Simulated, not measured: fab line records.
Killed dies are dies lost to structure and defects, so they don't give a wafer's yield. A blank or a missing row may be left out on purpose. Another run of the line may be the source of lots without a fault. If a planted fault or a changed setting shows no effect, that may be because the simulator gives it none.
fab line records	flow nand_harc
record lots=5	wafers=14	last_day=34
route steps=1302 shown P_GATE@155 END@1302
lots untouched by any fault: they come from a run of this same line in which no faults occurred
start_h: the number of hours between the record's first day and the start of the first shown wafer of the lot	wait_h: how many hours have passed since the lot's step before this one	" identical to the entry in the row above	L1.1+2: a row that stands for several wafers	- no value, or no start was given	* or withheld: withheld	< > ~ a bound
route shown NAME@n: NAME is a module with steps in the file, n the number in the route of the first one	usual: the fault-free wafers' mean and standard deviation	same: alike in all rows	chamber/n: place in a boat	sites: readings site by site	_std_site: standard deviation across them	_edge_site: outer sites' mean less inner sites'	radius_mm: for every site, how far away it sits from the centre of the wafer	mask NAME#n: copy n	behind: the most recent tool/chamber to have shaped the wafer	hold: why the lot went on hold/how many hours it stayed there/how the hold came to an end	device: names the non-switching transistor (n, p or np)	end of line: tests run on the same wafers once the route is complete	step lacking rows: just its recipe	killed: at the first sort, the dies lost to defects and structure; wafer yield is something else	map: the dies of a wafer, with x for killed, . for not killed, _ for no die there
set.NAME: the setting as run; set.NAME@STEP: as run at that earlier step	model.NAME: the simulator's own value behind a step, which no gauge read
lots at selected steps of the route; one table per step, one row per wafer
services: from which hour (start_h, from the record's first day; less than 0 if before it) a tool's chamber was out of use, for how many hours, and why
## steps
# step NHARC_P_GATE_ALD_36
# recipe target_thk_a=200	pulse_time_s=60	ald_cycles=223	temp_c=400	material=SiNx
# usual heater_power_w=798/79	precursor_pulse_height_rel=0.996/0.021
lot.wafer	tool	chamber	start_h	wait_h	heater_power_w	precursor_pulse_height_rel
L303.3	ald_sin-01	2	106.94	-	868	0.977
L303.5	"	2	111.13	-	832	1.005
L303.6	"	3	112.18	-	935	1.015
L305.2	ald_sin-04	3	132.53	-	775	1.010
L305.4	"	0	133.92	-	796	0.988
L305.6	"	1	135.31	-	675	1.029
L312.4	ald_sin-01	0	197.33	-	731	1.034
L312.6	"	3	200.47	-	922	0.998
L321.3	ald_sin-01	3	294.96	-	936	1.035
L321.2	"	0	296.02	-	746	0.978
L321.5	"	2	298.15	-	809	1.003
L324.1	ald_sin-01	1	324.70	-	829	1.024
L324.3	"	3	326.10	-	909	0.971
L324.4	"	1	328.91	-	834	0.988
# step NHARC_P_GATE_ETCHBACK_37
# recipe target_depth_a=345	time_s=17.2	chf3_flow_sccm=50	o2_flow_sccm=10	ar_flow_sccm=200	rf_w=500	bias_w=200	chemistry=CHF3/O2
# usual drypump_motor_current_A=5.5/0.35	oes_product_au=0.95/0.033	rf_vpp_V=370.7/2.2	showerhead_plenum_p_Torr=2.41/0.099	throttle_valve_pct=20.573/0.0092
# same time_s=17.2
lot.wafer	tool	chamber	start_h	wait_h	drypump_motor_current_A	oes_product_au	rf_hours_counter_h	rf_vpp_V	showerhead_plenum_p_Torr	throttle_valve_pct
L303.3	rie_diel-11	2	-	-	5.9	0.93	2	369.0	2.31	20.584
L303.6	"	3	"	"	5.4	0.92	-	368.2	2.32	20.575
L303.5	"	0	"	"	5.9	0.94	-	370.3	2.42	20.551
L305.2	rie_diel-03	1	-	-	6.0	0.92	1	368.0	2.31	20.566
L305.4	"	3	"	"	5.1	0.93	-	370.2	2.43	20.571
L305.6	"	1	"	"	6.0	0.91	-	369.0	2.31	20.596
L312.4	rie_diel-03	0	-	-	5.3	0.93	4	369.5	2.35	20.584
L312.6	"	1	"	"	6.0	0.95	-	367.9	2.31	20.582
L321.3	rie_diel-01	1	-	-	5.4	0.93	5	373.7	2.53	20.568
L321.2	"	0	"	"	4.9	0.92	6	374.9	2.55	20.572
L321.5	"	2	"	"	5.7	0.92	-	370.1	2.37	20.577
L324.1	rie_diel-11	0	-	-	5.9	0.93	2	370.5	2.42	20.568
L324.3	"	2	"	"	5.9	0.93	3	368.7	2.31	20.567
L324.4	"	0	"	"	5.9	0.94	-	370.5	2.42	20.567
# step NHARC_P_GATE_STRIP_101
# recipe time_s=20	o2_flow_sccm=500	ar_flow_sccm=0	bias_w=0	chemistry=O2
# usual drypump_motor_current_A=5.5/0.36	oes_product_au=1.000/0.0069	rf_vpp_V=57.8/0.91	showerhead_plenum_p_Torr=3.54/0.14	throttle_valve_pct=17.036/0.0093
# same time_s=20
lot.wafer	tool	chamber	start_h	wait_h	drypump_motor_current_A	oes_product_au	rf_hours_counter_h	rf_vpp_V	showerhead_plenum_p_Torr	throttle_valve_pct
L303.3	rie_diel-11	2	116.50	0.1	5.9	0.989	2	57.1	3.40	17.029
L303.5	"	3	"	"	5.4	0.996	-	57.9	3.41	17.039
L303.6	"	0	"	"	5.9	0.997	-	57.5	3.55	17.040
L305.2	rie_diel-03	3	141.42	0.1	5.1	1.006	1	59.7	3.56	17.037
L305.4	"	3	"	"	5.1	1.008	-	57.1	3.56	17.049
L305.6	"	3	"	"	5.1	1.005	-	57.5	3.56	17.051
L312.4	rie_diel-03	1	204.83	0.1	6.0	0.997	5	59.0	3.40	17.043
L312.6	"	3	"	"	5.1	1.004	-	59.5	3.56	17.050
L321.3	rie_diel-01	3	302.48	0.1	5.8	1.011	6	57.2	3.72	17.033
L321.2	"	0	"	"	4.9	1.001	6	57.2	3.74	17.027
L321.5	"	3	"	"	5.7	1.001	-	57.9	3.72	17.041
L324.3	rie_diel-11	0	335.00	0.1	5.9	1.002	2	57.9	3.55	17.032
L324.1	"	1	"	"	6.0	1.000	2	57.6	3.51	17.050
L324.4	"	2	"	"	5.9	0.999	-	57.4	3.39	17.039
# step NHARC_P_GATE_PRECLEAN_97
# recipe time_s=600	temp_c=120	chemistry=SPM
# step NHARC_P_GATE_SRD_98
# step NHARC_P_GATE_PRECLEAN_99
# recipe time_s=*	temp_c=50	bath_age_min=0	chemistry=SC1
# step NHARC_P_GATE_SRD_100
# step NHARC_P_GATE_DEHYDRATE_38
# recipe temp_c=150	time_s=120
# step NHARC_P_GATE_HMDS_39
# recipe time_s=30
# step NHARC_P_GATE_COAT_40
# recipe spin_rpm=3000
# step NHARC_P_GATE_SOFTBAKE_41
# recipe temp_c=122	time_s=95
# step NHARC_P_GATE_EBR_42
# step NHARC_P_GATE_EXPOSE_43
# recipe na=0.6	target_cd_nm=720	dose_mj=14.81	mask_id=P_NSD
lot.wafer	tool	chamber	start_h	wait_h	mask
L303.3+5+6	krf_scanner-03	0	117.27	-	P_NSD#0
L305.2+4+6	krf_scanner-02	0	142.16	-	P_NSD#0
L312.4+6	krf_scanner-03	0	205.48	-	P_NSD#0
L321.2+3+5	krf_scanner-03	0	303.25	-	P_NSD#0
L324.1+3+4	krf_scanner-04	0	335.77	-	P_NSD#0
# step NHARC_P_GATE_PEB_44
# recipe peb_temp_c=118	peb_time_s=85
# step NHARC_P_GATE_DEVELOP_45
# recipe time_s=70
# step NHARC_P_GATE_CD_MEAS_46
# recipe target_cd_nm=720	landing_energy_ev=500
# usual cd_nm=720.5/1.2
lot.wafer	tool	chamber	start_h	wait_h	cd_nm
L303.3	cd_sem-01	0	117.42	-	723.1
L303.5	"	0	"	"	723.5
L303.6	"	0	"	"	723.2
L305.2	cd_sem-02	0	142.31	-	719.8
L305.4	"	0	"	"	718.8
L305.6	"	0	"	"	719.5
L312.4	cd_sem-02	0	205.63	-	721.6
L312.6	"	0	"	"	727.4
L321.2	cd_sem-03	0	303.40	-	719.4
L321.3	"	0	"	"	719.3
L321.5	"	0	"	"	718.8
L324.1	cd_sem-02	0	335.92	-	719.4
L324.3	"	0	"	"	720.7
L324.4	"	0	"	"	722.4
# step NHARC_P_GATE_HARDBAKE_47
# recipe temp_c=125	time_s=80
# step NHARC_P_GATE_DESCUM_48
# recipe time_s=3	o2_flow_sccm=200	ar_flow_sccm=0	bias_power_w=0	chemistry=O2
# usual drypump_motor_current_A=5.6/0.34	oes_product_au=0.998/0.0071	rf_vpp_V=57.8/0.97	showerhead_plenum_p_Torr=1.91/0.078	throttle_valve_pct=11.311/0.0096
# same time_s=3
lot.wafer	tool	chamber	start_h	wait_h	drypump_motor_current_A	oes_product_au	rf_hours_counter_h	rf_vpp_V	showerhead_plenum_p_Torr	throttle_valve_pct	model.P_GATE.cd_nm
L303.3	rie_diel-11	3	117.59	-	5.4	0.998	2.6	57.3	1.85	11.306	722.7
L303.5	"	2	"	"	5.8	1.000	-	58.2	1.84	11.304	723.8
L303.6	"	3	"	"	5.4	0.991	-	58.4	1.85	11.313	722.6
L305.4	rie_diel-11	0	142.48	-	5.9	1.013	3.1	58.8	1.93	11.312	718.7
L305.2	"	2	"	"	5.9	1.002	3.6	57.5	1.84	11.308	720.1
L305.6	"	0	"	"	5.9	1.010	-	57.1	1.93	11.309	719.4
L312.4	rie_diel-03	1	205.78	-	6.0	0.991	5.2	56.9	1.84	11.301	721
L312.6	"	2	"	"	5.3	0.994	-	59.3	1.79	11.313	727.3
L321.2	rie_diel-11	3	303.57	-	5.4	0.990	1.9	57.8	1.85	11.307	719
L321.3	"	1	"	"	6.0	1.012	1.8	58.2	1.90	11.315	719.7
L321.5	"	2	"	"	5.9	0.998	-	58.9	1.83	11.320	718.9
L324.3	rie_diel-01	1	336.09	-	5.4	0.996	6.2	59.4	2.02	11.321	721
L324.4	"	2	"	"	5.6	0.982	6.6	58.3	1.89	11.296	722.2
L324.1	"	3	"	"	5.7	0.989	7.2	58.3	2.02	11.316	719.2
# step NHARC_P_GATE_IMPLANT_49
# recipe energy_kev=30	dose_cm2=3e+15	tilt_deg=7
# step NHARC_END_SORT_01
# recipe temp_c=25
# usual killed_at_array=53/21	killed_at_other=1.0/1.3	killed_at_periphery=3.8/2.4	killed_dies=58/21	killed_open=3.4/1.9	killed_short=2.4/1.5
# same gross_dies=677
lot.wafer	tool	chamber	start_h	wait_h	killed_at_array	killed_at_other	killed_at_periphery	killed_dies	killed_open	killed_short
L303.3	prober-01	0	572.15	3.1	58	2	3	63	3	1
L303.5	prober-01	0	573.76	3.7	37	2	3	42	3	2
L303.6	prober-01	0	574.56	4.0	61	5	3	69	5	4
L305.2	prober-01	0	591.45	2.9	82	0	4	86	3	1
L305.4	prober-01	0	593.07	3.5	83	1	5	89	4	2
L305.6	prober-01	0	594.70	4.1	78	1	4	83	4	3
L312.4	prober-02	0	679.44	3.4	71	0	5	76	1	5
L312.6	prober-02	0	681.05	4.0	74	2	3	79	1	3
L321.2	prober-02	0	784.52	2.8	39	0	3	42	3	4
L321.3	prober-02	0	785.32	3.1	46	1	1	48	2	3
L321.5	prober-02	0	786.92	3.7	47	4	4	55	0	6
# killed by level:class
L303.3 A_CHANNEL_HOLE_D1:chamber_film_flake=32 A_CHANNEL_HOLE_D2:chamber_film_flake=6 A_STAIRCASE:chamber_film_flake=6 A_CONTACT:chamber_film_flake=4 P_GATE:chamber_film_flake=3 A_CHANNEL_FILL_D1:chamber_film_flake=2 A_CONTACT:unspecified=2 THIN_TSV:chamber_film_flake=2
L303.5 A_CHANNEL_HOLE_D1:chamber_film_flake=14 A_STAIRCASE:chamber_film_flake=8 A_CHANNEL_HOLE_D2:chamber_film_flake=5 A_CONTACT:chamber_film_flake=4 A_ONON_D1:geometric_particle:short=2 P_GATE:chamber_film_flake=2 A_BLC:chamber_film_flake=2 P_GATE:geometric_particle:open=1
L303.6 A_CHANNEL_HOLE_D1:chamber_film_flake=27 A_STAIRCASE:chamber_film_flake=9 A_CONTACT:chamber_film_flake=5 THIN_TSV:chamber_film_flake=4 A_ZERO_WELL:chamber_film_flake=3 A_CHANNEL_HOLE_D2:chamber_film_flake=3 A_ONON_D1:geometric_particle:short=2 P_GATE:chamber_film_flake=2
L305.2 A_CHANNEL_HOLE_D2:chamber_film_flake=38 A_SLIT:chamber_film_flake=22 A_CHANNEL_HOLE_D1:chamber_film_flake=14 A_CONTACT:chamber_film_flake=3 P_STI:chamber_film_flake=2 P_M0:geometric_particle:open=1 A_CHANNEL_FILL_D1:geometric_particle:open=1 A_WL_FILL:geometric_particle:short=1
L305.4 A_CHANNEL_HOLE_D1:chamber_film_flake=35 A_SLIT:chamber_film_flake=18 A_CHANNEL_HOLE_D2:chamber_film_flake=14 A_CONTACT:chamber_film_flake=7 P_CONTACT:chamber_film_flake=4 A_WL_FILL:geometric_particle:short=2 A_CONTACT:geometric_particle:open=2 A_STAIRCASE:chamber_film_flake=2
L305.6 A_CHANNEL_HOLE_D2:chamber_film_flake=28 A_SLIT:chamber_film_flake=22 A_CHANNEL_HOLE_D1:chamber_film_flake=18 P_STI:chamber_film_flake=2 A_CONTACT:chamber_film_flake=2 P_GATE:geometric_particle:short=1 P_CONTACT:geometric_particle:open=1 A_ONON_D1:geometric_particle:short=1
L312.4 A_CHANNEL_HOLE_D1:chamber_film_flake=34 A_SLIT:chamber_film_flake=19 A_CHANNEL_FILL_D2:chamber_film_flake=5 P_STI:chamber_film_flake=2 A_WL_FILL:chamber_film_flake=2 A_CONTACT:chamber_film_flake=2 P_GATE:geometric_particle:open=1 P_CONTACT:geometric_particle:short=1
L312.6 A_CHANNEL_HOLE_D1:chamber_film_flake=36 A_SLIT:chamber_film_flake=24 A_CONTACT:chamber_film_flake=5 A_M0:geometric_particle:short=2 A_DECK1_JOINT:chamber_film_flake=2 A_STAIRCASE:chamber_film_flake=2 A_SGD_CUT:chamber_film_flake=2 THIN_TSV:chamber_film_flake=2
L321.2 A_SLIT:chamber_film_flake=15 A_CHANNEL_HOLE_D1:chamber_film_flake=9 A_CONTACT:chamber_film_flake=5 A_STAIRCASE:chamber_film_flake=3 A_DECK1_JOINT:chamber_film_flake=2 P_M0:geometric_particle:open=1 P_M1:geometric_particle:open=1 A_ONON_D1:geometric_particle:open=1
L321.3 A_SLIT:chamber_film_flake=17 A_CHANNEL_HOLE_D1:chamber_film_flake=10 A_CONTACT:chamber_film_flake=10 A_CHANNEL_HOLE_D2:chamber_film_flake=3 A_ONON_D2:geometric_particle:short=2 A_ONON_D1:geometric_particle:open=1 A_CHANNEL_FILL_D1:geometric_particle:short=1 A_BLC:geometric_particle:open=1
L321.5 A_SLIT:chamber_film_flake=18 A_CONTACT:chamber_film_flake=11 A_CHANNEL_HOLE_D1:chamber_film_flake=8 THIN_TSV:chamber_film_flake=4 A_ONON_D1:geometric_particle:short=2 A_DECK1_JOINT:chamber_film_flake=2 A_M0:chamber_film_flake=2 P_CONTACT:geometric_particle:short=1
## services
tool	chamber	start_h	hours	kind
rie_diel-01	3	87.55	2.7	repair
rie_diel-03	-	104.30	9.0	pm
krf_scanner-03	-	137.88	5.4	repair
rie_diel-03	2	140.20	8.8	repair
rie_diel-03	0	140.22	7.3	repair
ald_sin-01	2	155.32	14.7	repair
ald_sin-01	-	160.79	1.9	repair
rie_diel-11	1	179.52	4.2	repair
rie_diel-11	3	189.08	8.6	repair
rie_diel-01	-	196.79	0.6	repair
rie_diel-11	3	202.24	6.2	repair
rie_diel-01	-	203.83	9.0	pm
ald_sin-01	-	212.00	10.0	pm
krf_scanner-03	-	223.05	8.6	repair
ald_sin-01	0	232.06	5.8	repair
krf_scanner-03	-	255.10	0.6	repair
rie_diel-11	-	255.53	9.0	pm
rie_diel-01	3	260.05	2.4	repair
rie_diel-01	0	271.69	7.7	repair
rie_diel-03	-	281.30	9.0	pm
ald_sin-01	2	320.53	15.2	repair
rie_diel-01	-	321.52	0.3	repair
rie_diel-03	1	324.51	2.9	repair
rie_diel-11	3	330.17	27.5	repair
## key
first_sign step=NHARC_P_GATE_CD_MEAS_46	reading=cd_nm	direction=up	sigmas=5.7	usual=720.5	struck=727.4
effect none on later readings
model_effect step=NHARC_P_GATE_DESCUM_48	value=P_GATE.cd_nm	without=719.9	struck=727.3
met_at NHARC_P_GATE_EXPOSE_43
struck_wafers L312.6
tester_left_out L312
onset_between 117.27 205.48
fault kind=process_parameter_drift	tool=krf_scanner-03	chamber=-	onset_h=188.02	steps=NHARC_P_GATE_EXPOSE_43	channel=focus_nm	offset=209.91	shape=step	end_h=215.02	scope=struck_wafers_only
# tester_left_out: of these lots the tester's yield and bins aren't shown, on N5 and GAA mostly nor the transistor test; their killed dies are dies lost to structure and defects alone, not to doping, threshold or leakage, so they don't give the yield
